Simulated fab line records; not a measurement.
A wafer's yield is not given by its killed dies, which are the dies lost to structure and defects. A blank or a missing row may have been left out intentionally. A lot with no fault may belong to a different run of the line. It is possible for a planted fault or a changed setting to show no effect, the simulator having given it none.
fab line records + flow n5_finfet
[record]
- lots = 6
- wafers = 18
- last_day = 19
route steps=1938 shown HKMG_FIN@412
lots with no fault: from the same line, run without faults
start_h: start of the lot's first displayed wafer, in hours after the record's first day + wait_h: time in hours since the lot's previous step + " same as the row above + L1.1+2: several wafers, shown together as one row + - no value present, or no start provided + * or withheld: withheld + < > ~ a bound
route shown NAME@n: NAME is a module with steps in the file, n the number in the route of the first one + usual: mean/standard deviation of fault-free wafers + same: alike in all rows + chamber/n: place in a boat + sites: each site's reading + _std_site: the values' standard deviation + _edge_site: inner sites' mean taken away from outer sites' mean + radius_mm: for every site, how far away it sits from the centre of the wafer + mask NAME#n: copy n + behind: the tool/chamber that last shaped the wafer + hold: what put the lot on hold/how long, in hours/how the hold closed + device: names the non-switching transistor (n, p or np) + end of line: the route-end tests of the same wafers + where a step has no rows: the recipe by itself + killed: the dies lost at the first sort to structure and to defects; this is not the yield of the wafer + map: dies across one wafer; x = killed, . = not, _ = none there
set.NAME: the setting as run; set.NAME@STEP: as run at that earlier step + model.NAME: the simulator's own value behind a step, which no gauge read
a table for each step, a row for each wafer; lots at some steps of the route
services: when a tool's chamber went out of use (start_h, in hours from the record's first day, below 0 if earlier), for how many hours, and the reason
[[steps]]
[step N5_HKMG_FIN_ALD_79]
[recipe]
- material = TiN
- target_thk_a = 15
- temp_c = 400
- ald_precursor_family = TiCl4
- ald_co_reactant = NH3
- pulse_time_s = 1
- purge_time_s = 3
- co_reactant_purge_time_s = 2
- co_reactant_pulse_time_s = 2
- ald_cycles = 68
- pressure_torr = 3
[step N5_HKMG_FIN_CVD_62]
[recipe]
- material = a-Si
- target_thk_a = 30
- temp_c = 500
- precursor = Si2H6
- pressure_torr = 1
- time_s = 20.8
[usual]
- heater_power_w = 1409/140
- susceptor_temp_C = 500.04/0.25
| lot.wafer | tool              | chamber | start_h | wait_h | heater_power_w | susceptor_temp_C |
|-----------|-------------------|---------|---------|--------|----------------|------------------|
| L634.2    | thermal_cvd_si-01 | 2       | 129.30  | 0.2    | 1410           | 499.99           |
| L634.3    | "                 | 0       | "       | "      | 1321           | 499.98           |
| L634.6    | "                 | 1       | "       | "      | 1290           | 499.87           |
| L635.1    | thermal_cvd_si-02 | 0       | 134.96  | 0.2    | 1370           | 500.34           |
| L635.2    | "                 | 2       | "       | "      | 1433           | 499.65           |
| L635.3    | "                 | 1       | "       | "      | 1714           | 500.28           |
| L640.1    | thermal_cvd_si-01 | 0       | 164.42  | 0.2    | 1314           | 500.30           |
| L640.3    | "                 | 1       | "       | "      | 1260           | 499.99           |
| L640.6    | "                 | 0       | "       | "      | 1344           | 500.06           |
| L642.1    | thermal_cvd_si-01 | 0       | 174.46  | 0.2    | 1379           | 500.40           |
| L642.3    | "                 | 1       | "       | "      | 1264           | 500.19           |
| L642.6    | "                 | 0       | "       | "      | 1339           | 500.41           |
| L644.3    | thermal_cvd_si-01 | 2       | 186.47  | 0.2    | 1398           | 499.75           |
| L644.5    | "                 | 0       | "       | "      | 1349           | 500.12           |
| L644.6    | "                 | 1       | "       | "      | 1289           | 500.04           |
| L646.1    | thermal_cvd_si-01 | 1       | 199.18  | 0.2    | 1273           | 499.89           |
| L646.2    | "                 | 2       | "       | "      | 1344           | 500.18           |
| L646.6    | "                 | 0       | "       | "      | 1361           | 499.76           |
[step N5_HKMG_FIN_RTA_80]
[recipe]
- temp_c = withheld
- time_s = 2
- ambient = N2
- idle_temp_c = 600
- ramp_up_c_per_s = 150
- ramp_down_c_per_s = 60
- cool_to_c = 600
[step N5_HKMG_FIN_PRECLEAN_64]
[recipe]
- chemistry = dHF
- time_s = 30
- temp_c = 25
- dilution = withheld
[step N5_HKMG_FIN_WET_ETCH_65]
[recipe]
- chemistry = TMAH
- temp_c = 70
- conc_wt_pct = 5
- target = a-Si
- stop_on = TiN
- time_s = 49
- target_depth_nm = 3
[step N5_HKMG_FIN_WET_ETCH_81]
[recipe]
- chemistry = SC1
- target = TiN
- stop_on = HfO2
- mix = 1:1:5
- temp_c = 60
- time_s = 57
- target_depth_nm = 6
[step N5_HKMG_FIN_WET_ETCH_82]
[recipe]
- chemistry = dHCl
- mix = 1:10000
- temp_c = 25
- target = La2O3
- stop_on = HfO2
- target_depth_nm = 2
- dry = ipa_marangoni
- rinse_time_s = 30
- rinse_temp_c = 23
[step N5_HKMG_FIN_ALD_36]
[recipe]
- material = TiN
- target_thk_a = 10
- temp_c = 400
- ald_precursor_family = TiCl4
- ald_co_reactant = NH3
- pulse_time_s = 1
- purge_time_s = 3
- co_reactant_purge_time_s = 2
- co_reactant_pulse_time_s = 2
- ald_cycles = 47
- pressure_torr = 3
[usual]
- heater_power_w = 866/83
- precursor_pulse_height_rel = 1.000/0.022
- susceptor_temp_C = 399.96/0.21
| lot.wafer | tool         | chamber | start_h | wait_h | heater_power_w | precursor_pulse_height_rel | susceptor_temp_C |
|-----------|--------------|---------|---------|--------|----------------|----------------------------|------------------|
| L634.2    | ald_metal-04 | 1       | 129.89  | 0.1    | 811            | 0.970                      | 399.80           |
| L634.3    | "            | 0       | "       | "      | 757            | 0.981                      | 400.25           |
| L634.6    | "            | 1       | "       | "      | 795            | 0.992                      | 399.64           |
| L635.1    | ald_metal-04 | 2       | 135.36  | 0.0    | 916            | 1.026                      | 400.06           |
| L635.2    | "            | 3       | "       | "      | 755            | 0.973                      | 400.13           |
| L635.3    | "            | 1       | "       | "      | 817            | 0.993                      | 400.26           |
| L640.1    | ald_metal-02 | 1       | 164.99  | 0.0    | 895            | 1.000                      | 400.16           |
| L640.3    | "            | 0       | "       | "      | 964            | 1.000                      | 400.03           |
| L640.6    | "            | 0       | "       | "      | 966            | 1.023                      | 400.07           |
| L642.1    | ald_metal-02 | 3       | 174.91  | 0.0    | 902            | 0.976                      | 400.10           |
| L642.3    | "            | 0       | "       | "      | 1007           | 0.969                      | 400.22           |
| L642.6    | "            | 2       | "       | "      | 955            | 0.995                      | 399.65           |
| L644.3    | ald_metal-04 | 1       | 186.87  | 0.0    | 797            | 1.020                      | 399.89           |
| L644.5    | "            | 0       | "       | "      | 737            | 0.972                      | 400.20           |
| L644.6    | "            | 3       | "       | "      | 758            | 1.014                      | 399.90           |
| L646.1    | ald_metal-03 | 1       | 199.70  | 0.0    | 897            | 1.007                      | 400.10           |
| L646.2    | "            | 3       | "       | "      | 945            | 0.998                      | 400.27           |
| L646.6    | "            | 2       | "       | "      | 916            | 0.988                      | 400.09           |
[step N5_HKMG_FIN_THK_MEAS_70]
[recipe]
- thk_meas_gauge = xrf
- reads = HfO2_of_HKMG_FIN_HK_ALD_01
[usual]
- HK_THK = 1.593/0.018
| lot.wafer | tool          | chamber | start_h | wait_h | HK_THK[nm] |
|-----------|---------------|---------|---------|--------|------------|
| L634.2    | film_metro-01 | -       | 130.17  | 0.2    | 1.587      |
| L634.3    | "             | -       | "       | "      | 1.592      |
| L634.6    | "             | -       | "       | "      | 1.586      |
| L635.1    | film_metro-01 | -       | 135.65  | 0.2    | 1.579      |
| L635.2    | "             | -       | "       | "      | 1.596      |
| L635.3    | "             | -       | "       | "      | 1.592      |
| L640.1    | film_metro-01 | -       | 165.27  | 0.2    | 1.563      |
| L640.3    | "             | -       | "       | "      | 1.569      |
| L640.6    | "             | -       | "       | "      | 1.571      |
| L642.1    | film_metro-01 | -       | 175.19  | 0.2    | 1.603      |
| L642.3    | "             | -       | "       | "      | 1.607      |
| L642.6    | "             | -       | "       | "      | 1.595      |
| L644.3    | film_metro-01 | -       | 187.15  | 0.2    | 1.577      |
| L644.5    | "             | -       | "       | "      | 1.606      |
| L644.6    | "             | -       | "       | "      | 1.556      |
| L646.1    | film_metro-02 | -       | 199.98  | 0.2    | 1.626      |
| L646.2    | "             | -       | "       | "      | 1.609      |
| L646.6    | "             | -       | "       | "      | 1.590      |
[step N5_HKMG_FIN_PWFM_ALD_03]
[recipe]
- material = TiN
- target_thk_a = 20
- temp_c = 400
- ald_precursor_family = TiCl4
- ald_co_reactant = NH3
- pulse_time_s = 1
- purge_time_s = 3
- co_reactant_purge_time_s = 2
- co_reactant_pulse_time_s = 2
- ald_cycles = 91
- pressure_torr = 3
[usual]
- heater_power_w = 865/87
- precursor_pulse_height_rel = 1.000/0.02
- susceptor_temp_C = 399.98/0.21
| lot.wafer | tool         | chamber | start_h | wait_h | heater_power_w | precursor_pulse_height_rel | susceptor_temp_C |
|-----------|--------------|---------|---------|--------|----------------|----------------------------|------------------|
| L634.2    | ald_metal-04 | 2       | 130.21  | 0.0    | 916            | 1.004                      | 400.05           |
| L634.3    | "            | 0       | "       | "      | 773            | 1.024                      | 400.12           |
| L634.6    | "            | 3       | "       | "      | 751            | 0.986                      | 400.04           |
| L635.1    | ald_metal-02 | 1       | 135.68  | 0.0    | 890            | 1.006                      | 400.00           |
| L635.2    | "            | 2       | "       | "      | 961            | 0.983                      | 400.07           |
| L635.3    | "            | 3       | "       | "      | 889            | 1.027                      | 399.92           |
| L640.1    | ald_metal-04 | 1       | 165.30  | 0.0    | 781            | 1.021                      | 399.87           |
| L640.3    | "            | 2       | "       | "      | 914            | 0.986                      | 400.11           |
| L640.6    | "            | 3       | "       | "      | 755            | 0.950                      | 399.93           |
| L642.1    | ald_metal-03 | 2       | 175.23  | 0.0    | 882            | 0.998                      | 399.69           |
| L642.3    | "            | 0       | "       | "      | 740            | 0.988                      | 400.15           |
| L642.6    | "            | 3       | "       | "      | 947            | 0.979                      | 400.22           |
| L644.3    | ald_metal-02 | 1       | 187.19  | 0.0    | 893            | 1.022                      | 399.93           |
| L644.5    | "            | 2       | "       | "      | 979            | 1.015                      | 400.01           |
| L644.6    | "            | 3       | "       | "      | 904            | 0.958                      | 399.87           |
| L646.1    | ald_metal-04 | 3       | 200.02  | 0.0    | 759            | 1.022                      | 399.96           |
| L646.2    | "            | 0       | "       | "      | 751            | 0.998                      | 399.75           |
| L646.6    | "            | 0       | "       | "      | 741            | 1.012                      | 399.72           |
[step N5_HKMG_FIN_COAT_29]
[recipe]
- resist = SOC
- temp_c = 250
- time_s = 60
- spin_rpm = 1500
- resist_thk_nm = 300
[step N5_HKMG_FIN_COAT_30]
[recipe]
- resist = SiARC
- temp_c = 220
- time_s = 60
- spin_rpm = 1500
- resist_thk_nm = 35
[step N5_HKMG_FIN_COAT_06]
[recipe]
- resist = CAR-ArF
- spin_rpm = 1500
- resist_thk_nm = 90
[usual]
- dispense_pressure_kPa = 49.3/1.7
- spin_speed_rpm = 1500.0/0.98
| lot.wafer | tool           | chamber | start_h | wait_h | dispense_pressure_kPa | spin_speed_rpm | model.CAR-ArF_of_HKMG_FIN_COAT_06.thk_nm |
|-----------|----------------|---------|---------|--------|-----------------------|----------------|------------------------------------------|
| L634.2    | litho_track-01 | 0       | 130.68  | -      | 47.7                  | 1718.5         | 84.2                                     |
| L634.3    | "              | 0       | "       | "      | 47.8                  | 1719.2         | 84.6                                     |
| L634.6    | "              | 0       | "       | "      | 47.8                  | 1718.4         | 84.2                                     |
| L635.1    | litho_track-01 | 0       | 136.16  | -      | 47.8                  | 1718.3         | 84.6                                     |
| L635.2    | "              | 0       | "       | "      | 47.8                  | 1718.1         | 84.8                                     |
| L635.3    | "              | 0       | "       | "      | 47.8                  | 1719.1         | 84.8                                     |
| L640.1    | litho_track-04 | 0       | 165.78  | -      | 52.1                  | 1500.6         | 90.4                                     |
| L640.3    | "              | 0       | "       | "      | 52.1                  | 1501.0         | 90.4                                     |
| L640.6    | "              | 0       | "       | "      | 52.1                  | 1500.0         | 90.2                                     |
| L642.1    | litho_track-02 | 0       | 175.71  | -      | 48.7                  | 1499.0         | 90                                       |
| L642.3    | "              | 0       | "       | "      | 48.7                  | 1499.8         | 90                                       |
| L642.6    | "              | 0       | "       | "      | 48.7                  | 1498.2         | 89.8                                     |
| L644.3    | litho_track-04 | 0       | 187.67  | -      | 52.1                  | 1500.5         | 90.2                                     |
| L644.5    | "              | 0       | "       | "      | 52.1                  | 1501.3         | 90                                       |
| L644.6    | "              | 0       | "       | "      | 52.0                  | 1499.8         | 90.2                                     |
| L646.1    | litho_track-02 | 0       | 200.50  | -      | 48.7                  | 1498.8         | 89.8                                     |
| L646.2    | "              | 0       | "       | "      | 48.7                  | 1499.8         | 89.8                                     |
| L646.6    | "              | 0       | "       | "      | 48.7                  | 1498.7         | 89.8                                     |
[step N5_HKMG_FIN_EBR_08]
[recipe]
- solvent = PGMEA
- ebr_width_mm = 1.5
[step N5_HKMG_FIN_SOFTBAKE_07]
[recipe]
- temp_c = 110
- time_s = 60
- resist = CAR-ArF
[step N5_HKMG_FIN_EXPOSE_09]
[recipe]
- mask_id = NWFM
- na = 1.35
- source_shape = conventional
- sigma_outer = 0.8
- polarization = unpolarized
- dose_mj = 39.25
[step N5_HKMG_FIN_PEB_10]
[recipe]
- peb_temp_c = withheld
- peb_time_s = 60
- resist = CAR-ArF
[step N5_HKMG_FIN_DEVELOP_11]
[recipe]
- develop_time_s = 30
- developer = TMAH
- resist = CAR-ArF
- dev_temp_c = 23
- rinse_liquid = diw
- dry = air_spin
[step N5_HKMG_FIN_CD_MEAS_12]
[recipe]
- target_cd_nm = 92.8
- landing_energy_ev = 500
- detector = se_inlens
[usual]
- cd_nm = 92.9/0.65
| lot.wafer | tool      | chamber | start_h | wait_h | cd_nm |
|-----------|-----------|---------|---------|--------|-------|
| L634.2    | cd_sem-01 | 0       | 131.04  | -      | 93.1  |
| L634.3    | "         | 0       | "       | "      | 93.5  |
| L634.6    | "         | 0       | "       | "      | 93.6  |
| L635.1    | cd_sem-01 | 0       | 136.52  | -      | 93.0  |
| L635.2    | "         | 0       | "       | "      | 93.3  |
| L635.3    | "         | 0       | "       | "      | 92.3  |
| L640.1    | cd_sem-03 | 0       | 166.14  | -      | 94.0  |
| L640.3    | "         | 0       | "       | "      | 92.9  |
| L640.6    | "         | 0       | "       | "      | 94.4  |
| L642.1    | cd_sem-02 | 0       | 176.07  | -      | 91.6  |
| L642.3    | "         | 0       | "       | "      | 91.9  |
| L642.6    | "         | 0       | "       | "      | 91.7  |
| L644.3    | cd_sem-01 | 0       | 187.91  | -      | 93.4  |
| L644.5    | "         | 0       | "       | "      | 94.1  |
| L644.6    | "         | 0       | "       | "      | 92.7  |
| L646.1    | cd_sem-02 | 0       | 200.73  | -      | 91.9  |
| L646.2    | "         | 0       | "       | "      | 93.0  |
| L646.6    | "         | 0       | "       | "      | 92.5  |
[step N5_HKMG_FIN_OVL_MEAS_13]
[recipe]
- points_per_wafer = 44
[usual]
- NWFM_OVL = 0.0/0.85
| lot.wafer | tool       | chamber | start_h | wait_h | NWFM_OVL[nm] |
|-----------|------------|---------|---------|--------|--------------|
| L634.2    | overlay-02 | 0       | 131.07  | 0.0    | -1.6         |
| L634.3    | "          | 0       | "       | "      | 0.8          |
| L634.6    | "          | 0       | "       | "      | -1.3         |
| L635.1    | overlay-02 | 0       | 136.55  | 0.0    | 0.1          |
| L635.2    | "          | 0       | "       | "      | -0.4         |
| L635.3    | "          | 0       | "       | "      | 1.6          |
| L640.1    | overlay-02 | 0       | 166.17  | 0.0    | 0.7          |
| L640.3    | "          | 0       | "       | "      | 0.3          |
| L640.6    | "          | 0       | "       | "      | -1.2         |
| L642.1    | overlay-01 | 0       | 176.10  | 0.0    | -1.1         |
| L642.3    | "          | 0       | "       | "      | 0.4          |
| L642.6    | "          | 0       | "       | "      | 0.7          |
| L644.3    | overlay-01 | 0       | 187.93  | 0.0    | 1.3          |
| L644.5    | "          | 0       | "       | "      | 0.0          |
| L644.6    | "          | 0       | "       | "      | 0.3          |
| L646.1    | overlay-02 | 0       | 200.76  | 0.0    | 0.6          |
| L646.2    | "          | 0       | "       | "      | -0.8         |
| L646.6    | "          | 0       | "       | "      | -1.6         |
[step N5_HKMG_FIN_INSPECT_14]
[recipe]
- mode = adi
- inspect_instrument = macro
[usual]
- raw_defect_count = 2.1/1.5
| lot.wafer | tool              | chamber | start_h | wait_h | raw_defect_count |
|-----------|-------------------|---------|---------|--------|------------------|
| L634.2    | defect_inspect-01 | -       | 131.10  | 0.0    | 2                |
| L634.3    | "                 | -       | "       | "      | 1                |
| L634.6    | "                 | -       | "       | "      | 0                |
| L635.1    | defect_inspect-02 | -       | 136.57  | 0.0    | 2                |
| L635.2    | "                 | -       | "       | "      | 2                |
| L635.3    | "                 | -       | "       | "      | 3                |
| L640.1    | defect_inspect-01 | -       | 166.19  | 0.0    | 2                |
| L640.3    | "                 | -       | "       | "      | 2                |
| L640.6    | "                 | -       | "       | "      | 4                |
| L642.1    | defect_inspect-01 | -       | 176.12  | 0.0    | 2                |
| L642.3    | "                 | -       | "       | "      | 3                |
| L642.6    | "                 | -       | "       | "      | 1                |
| L644.3    | defect_inspect-01 | -       | 187.96  | 0.0    | 3                |
| L644.5    | "                 | -       | "       | "      | 2                |
| L644.6    | "                 | -       | "       | "      | 3                |
| L646.1    | defect_inspect-01 | -       | 200.79  | 0.0    | 1                |
| L646.2    | "                 | -       | "       | "      | 1                |
| L646.6    | "                 | -       | "       | "      | 3                |
[step N5_HKMG_FIN_DESCUM_17]
[recipe]
- chemistry = O2
- time_s = 7.9
- source_power_w = 50
- bias_power_w = 20
- pressure_mtorr = 20
- rf_frequency_hz = 2.712e+07
- temp_c = 40
- resist = CAR-ArF
- o2_flow_sccm = 225
[usual]
- drypump_motor_current_A = 5.51/0.28
- oes_product_au = 0.77/0.095
- rf_vpp_V = 242.8/1.5
- showerhead_plenum_p_Torr = 2.07/0.076
- throttle_valve_pct = 20.36/0.2
| lot.wafer | tool        | chamber | start_h | wait_h | drypump_motor_current_A | oes_product_au | rf_hours_counter_h | rf_vpp_V | showerhead_plenum_p_Torr | throttle_valve_pct |
|-----------|-------------|---------|---------|--------|-------------------------|----------------|--------------------|----------|--------------------------|--------------------|
| L634.2    | rie_diel-03 | 1       | 131.33  | 0.2    | 5.83                    | 0.67           | 221                | 244.2    | 2.16                     | 20.65              |
| L634.3    | "           | 3       | "       | "      | 5.44                    | 0.88           | 37                 | 244.3    | 2.16                     | 20.60              |
| L634.6    | "           | 2       | "       | "      | 4.95                    | 0.99           | -                  | 246.8    | 2.25                     | 20.47              |
| L635.1    | rie_diel-01 | 1       | 136.61  | 0.0    | 5.63                    | 0.69           | 202                | 241.6    | 1.99                     | 20.36              |
| L635.2    | "           | 3       | "       | "      | 5.26                    | 0.93           | 13                 | 242.2    | 2.03                     | 20.08              |
| L635.3    | "           | 2       | "       | "      | 5.78                    | 0.73           | 185                | 240.4    | 1.99                     | 20.47              |
| L640.1    | rie_diel-03 | 3       | 166.25  | 0.1    | 5.43                    | 0.86           | 49                 | 243.3    | 2.15                     | 20.61              |
| L640.3    | "           | 2       | "       | "      | 4.90                    | 0.94           | 13                 | 246.9    | 2.24                     | 20.49              |
| L640.6    | "           | 0       | "       | "      | 5.84                    | 0.97           | -                  | 245.4    | 2.14                     | 19.83              |
| L642.1    | rie_diel-04 | 1       | 176.16  | 0.0    | 5.91                    | 0.71           | 207                | 241.8    | 1.98                     | 20.29              |
| L642.3    | "           | 3       | "       | "      | 5.21                    | 0.73           | 171                | 243.4    | 2.08                     | 20.30              |
| L642.6    | "           | 3       | "       | "      | 5.22                    | 0.74           | -                  | 243.0    | 2.08                     | 20.31              |
| L644.3    | rie_diel-01 | 0       | 188.27  | 0.3    | 5.33                    | 0.71           | 204                | 245.0    | 2.15                     | 20.34              |
| L644.5    | "           | 1       | "       | "      | 5.61                    | 0.69           | -                  | 241.6    | 1.99                     | 20.42              |
| L644.6    | "           | 2       | "       | "      | 5.79                    | 0.73           | -                  | 242.7    | 1.98                     | 20.51              |
| L646.1    | rie_diel-04 | 0       | 200.82  | 0.0    | 5.51                    | 0.71           | 223                | 241.6    | 2.07                     | 20.40              |
| L646.2    | "           | 1       | "       | "      | 5.92                    | 0.70           | 217                | 241.1    | 1.97                     | 20.32              |
| L646.6    | "           | 0       | "       | "      | 5.51                    | 0.71           | -                  | 242.2    | 2.07                     | 20.40              |
[step N5_HKMG_FIN_ETCH_31]
[recipe]
- chemistry = CF4
- target = SiARC
- target_depth_a = 455
- mask_material = CAR-ArF
- time_s = 75.8
- ion_energy_ev = 80
- pressure_mtorr = 40
- source_w = 545
- bias_w = 36
- Ar_flow_sccm = 100
- cf4_flow_sccm = 100
- ends = cleared
[usual]
- cf4_flow_sccm = 100.04/0.29
- drypump_motor_current_A = 5.51/0.28
- etch_rf_on_time_s = 76.0/2.1
- oes_product_au = 0.66/0.08
- rf_vpp_V = 183.8/1.2
- showerhead_plenum_p_Torr = 2.12/0.071
- throttle_valve_pct = 15.57/0.2
| lot.wafer | tool        | chamber | start_h | wait_h | cf4_flow_sccm | drypump_motor_current_A | etch_rf_on_time_s | oes_product_au | rf_hours_counter_h | rf_vpp_V | showerhead_plenum_p_Torr | throttle_valve_pct | model.CAR-ArF_of_HKMG_FIN_COAT_06.thk_nm |
|-----------|-------------|---------|---------|--------|---------------|-------------------------|-------------------|----------------|--------------------|----------|--------------------------|--------------------|------------------------------------------|
| L634.2    | rie_diel-03 | 1       | 131.37  | 0.0    | 99.84         | 5.84                    | 75.0              | 0.59           | 221                | 184.6    | 2.22                     | 15.90              | 44.8                                     |
| L634.3    | "           | 3       | "       | "      | 99.84         | 5.44                    | 73.3              | 0.76           | 37                 | 183.7    | 2.17                     | 15.47              | 45.2                                     |
| L634.6    | "           | 2       | "       | "      | 100.08        | 4.91                    | 72.8              | 0.85           | -                  | 185.6    | 2.29                     | 15.52              | 45                                       |
| L635.1    | rie_diel-01 | 1       | 136.64  | 0.0    | 99.98         | 5.63                    | 77.9              | 0.60           | 202                | 183.6    | 2.04                     | 15.58              | 45.2                                     |
| L635.2    | "           | 3       | "       | "      | 100.00        | 5.26                    | 74.5              | 0.79           | 13                 | 183.7    | 2.09                     | 15.32              | 45.2                                     |
| L635.3    | "           | 2       | "       | "      | 99.99         | 5.79                    | 77.9              | 0.63           | 185                | 182.5    | 2.05                     | 15.75              | 45.4                                     |
| L640.1    | rie_diel-03 | 3       | 166.29  | 0.0    | 99.96         | 5.44                    | 72.9              | 0.74           | 49                 | 183.9    | 2.16                     | 15.47              | 51                                       |
| L640.3    | "           | 2       | "       | "      | 100.10        | 4.95                    | 72.5              | 0.81           | 13                 | 185.1    | 2.28                     | 15.52              | 51                                       |
| L640.6    | "           | 0       | "       | "      | 100.24        | 5.83                    | 75.6              | 0.80           | -                  | 184.6    | 2.18                     | 14.95              | 51                                       |
| L642.1    | rie_diel-04 | 1       | 176.19  | 0.0    | 100.16        | 5.91                    | 75.5              | 0.61           | 207                | 183.2    | 2.05                     | 15.66              | 50.8                                     |
| L642.3    | "           | 3       | "       | "      | 100.00        | 5.24                    | 75.5              | 0.64           | 171                | 184.4    | 2.13                     | 15.56              | 51                                       |
| L642.6    | "           | 3       | "       | "      | 99.82         | 5.23                    | 75.3              | 0.64           | -                  | 184.8    | 2.13                     | 15.56              | 50.8                                     |
| L644.3    | rie_diel-01 | 0       | 188.30  | 0.0    | 100.48        | 5.31                    | 79.8              | 0.60           | 204                | 184.2    | 2.20                     | 15.59              | 51.2                                     |
| L644.5    | "           | 1       | "       | "      | 100.14        | 5.63                    | 76.6              | 0.58           | -                  | 182.8    | 2.03                     | 15.61              | 50.8                                     |
| L644.6    | "           | 2       | "       | "      | 100.04        | 5.77                    | 77.1              | 0.62           | -                  | 183.5    | 2.04                     | 15.79              | 51                                       |
| L646.1    | rie_diel-04 | 0       | 200.86  | 0.0    | 100.23        | 5.52                    | 78.3              | 0.60           | 223                | 182.9    | 2.12                     | 15.58              | 50.6                                     |
| L646.2    | "           | 1       | "       | "      | 100.61        | 5.91                    | 75.1              | 0.61           | 217                | 182.0    | 2.04                     | 15.69              | 50.6                                     |
| L646.6    | "           | 0       | "       | "      | 100.53        | 5.51                    | 77.5              | 0.60           | -                  | 183.2    | 2.12                     | 15.59              | 50.6                                     |
[step N5_HKMG_FIN_ETCH_32]
[recipe]
- chemistry = N2/H2
- target = SOC
- target_depth_a = 2400
- temp_c = 40
- time_s = 300
- ion_energy_ev = 200
- mask_material = SiARC
- pressure_mtorr = 30
- source_w = 840
- bias_w = 150
- n2_flow_sccm = 200
- h2_flow_sccm = 200
[usual]
- drypump_motor_current_A = 5.51/0.28
- oes_product_au = 0.77/0.094
- rf_vpp_V = 523.2/2.6
- showerhead_plenum_p_Torr = 2.52/0.092
- throttle_valve_pct = 17.79/0.21
| lot.wafer | tool        | chamber | start_h | wait_h | drypump_motor_current_A | oes_product_au | rf_hours_counter_h | rf_vpp_V | showerhead_plenum_p_Torr | throttle_valve_pct |
|-----------|-------------|---------|---------|--------|-------------------------|----------------|--------------------|----------|--------------------------|--------------------|
| L634.2    | rie_diel-03 | 1       | 131.42  | 0.0    | 5.85                    | 0.69           | 221                | 526.4    | 2.62                     | 18.10              |
| L634.3    | "           | 3       | "       | "      | 5.42                    | 0.88           | 37                 | 525.8    | 2.59                     | 17.78              |
| L634.6    | "           | 2       | "       | "      | 4.93                    | 1.00           | -                  | 529.1    | 2.72                     | 17.80              |
| L635.1    | rie_diel-01 | 1       | 136.70  | 0.0    | 5.64                    | 0.69           | 202                | 519.2    | 2.41                     | 17.74              |
| L635.2    | "           | 3       | "       | "      | 5.25                    | 0.93           | 13                 | 524.1    | 2.48                     | 17.45              |
| L635.3    | "           | 2       | "       | "      | 5.78                    | 0.74           | 185                | 520.5    | 2.42                     | 17.91              |
| L640.1    | rie_diel-03 | 3       | 166.34  | 0.0    | 5.47                    | 0.86           | 49                 | 525.2    | 2.58                     | 17.80              |
| L640.3    | "           | 2       | "       | "      | 4.96                    | 0.95           | 13                 | 528.4    | 2.71                     | 17.83              |
| L640.6    | "           | 0       | "       | "      | 5.84                    | 0.94           | -                  | 526.6    | 2.61                     | 17.32              |
| L642.1    | rie_diel-04 | 1       | 176.25  | 0.0    | 5.90                    | 0.72           | 207                | 520.4    | 2.42                     | 17.79              |
| L642.3    | "           | 3       | "       | "      | 5.24                    | 0.74           | 171                | 522.6    | 2.55                     | 17.94              |
| L642.6    | "           | 3       | "       | "      | 5.23                    | 0.74           | -                  | 523.9    | 2.55                     | 17.95              |
| L644.3    | rie_diel-01 | 0       | 188.36  | 0.0    | 5.35                    | 0.69           | 204                | 526.1    | 2.63                     | 17.92              |
| L644.5    | "           | 1       | "       | "      | 5.65                    | 0.68           | -                  | 521.2    | 2.40                     | 17.76              |
| L644.6    | "           | 2       | "       | "      | 5.77                    | 0.72           | -                  | 519.6    | 2.41                     | 17.93              |
| L646.1    | rie_diel-04 | 0       | 200.91  | 0.0    | 5.52                    | 0.70           | 223                | 523.9    | 2.52                     | 17.96              |
| L646.2    | "           | 1       | "       | "      | 5.95                    | 0.71           | 217                | 521.4    | 2.42                     | 17.79              |
| L646.6    | "           | 0       | "       | "      | 5.54                    | 0.70           | -                  | 523.6    | 2.52                     | 17.95              |
[[services]]
| tool              | chamber | start_h | hours | kind                          |
|-------------------|---------|---------|-------|-------------------------------|
| thermal_cvd_si-02 | -       | 118.23  | 6.0   | pm                            |
| rie_diel-03       | 0       | 125.80  | -     | clean                         |
| rie_diel-03       | 0       | 125.80  | -     | consumable_replace:focus_ring |
| rie_diel-03       | 0       | 125.80  | 22.3  | scheduled_down                |
| rie_diel-03       | 0       | 125.80  | 22.3  | vent_cycle                    |
| rie_diel-01       | 0       | 130.07  | 9.3   | repair                        |
| rie_diel-01       | -       | 130.59  | 0.9   | repair                        |
| rie_diel-03       | -       | 149.57  | 2.8   | pm                            |
| litho_track-04    | -       | 153.66  | -     | consumable_replace:filter     |
| rie_diel-04       | 0       | 165.31  | 3.0   | repair                        |
| thermal_cvd_si-01 | 2       | 171.61  | 10.3  | repair                        |
| ald_metal-03      | -       | 177.15  | 0.4   | repair                        |
| rie_diel-04       | 2       | 183.03  | -     | clean                         |
| rie_diel-04       | 2       | 183.03  | -     | consumable_replace:focus_ring |
| rie_diel-04       | 2       | 183.03  | 14.3  | scheduled_down                |
| rie_diel-04       | 2       | 183.03  | 14.3  | vent_cycle                    |
| thermal_cvd_si-01 | -       | 190.76  | 6.0   | pm                            |
[[key]]
[first_sign]
- step = N5_HKMG_FIN_COAT_06
- reading = spin_speed_rpm
- direction = up
- sigmas = 99+
- usual = *
- struck = *
effect none on later readings
[model_effect]
- step = N5_HKMG_FIN_COAT_06
- value = CAR-ArF_of_HKMG_FIN_COAT_06.thk_nm
- without = 90.47
- struck = 84.53
[model_effect]
- step = N5_HKMG_FIN_ETCH_31
- value = CAR-ArF_of_HKMG_FIN_COAT_06.thk_nm
- without = 51.07
- struck = 45.13
met_at N5_HKMG_FIN_COAT_06
struck_wafers L634.2,L634.3,L634.6,L635.1,L635.2,L635.3
tester_left_out L634,L635
[fault]
- kind = process_parameter_drift
- tool = litho_track-01
- chamber = -
- onset_h = 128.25
- steps = N5_HKMG_FIN_COAT_06
- channel = spin_rpm
- offset = *
- shape = step
- end_h = 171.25
- acts_in = *
- stated = *
// tester_left_out: of these lots the tester's yield and bins aren't shown, on N5 and GAA mostly nor the transistor test; their killed dies are dies lost to structure and defects alone, not to doping, threshold or leakage, so they don't give the yield
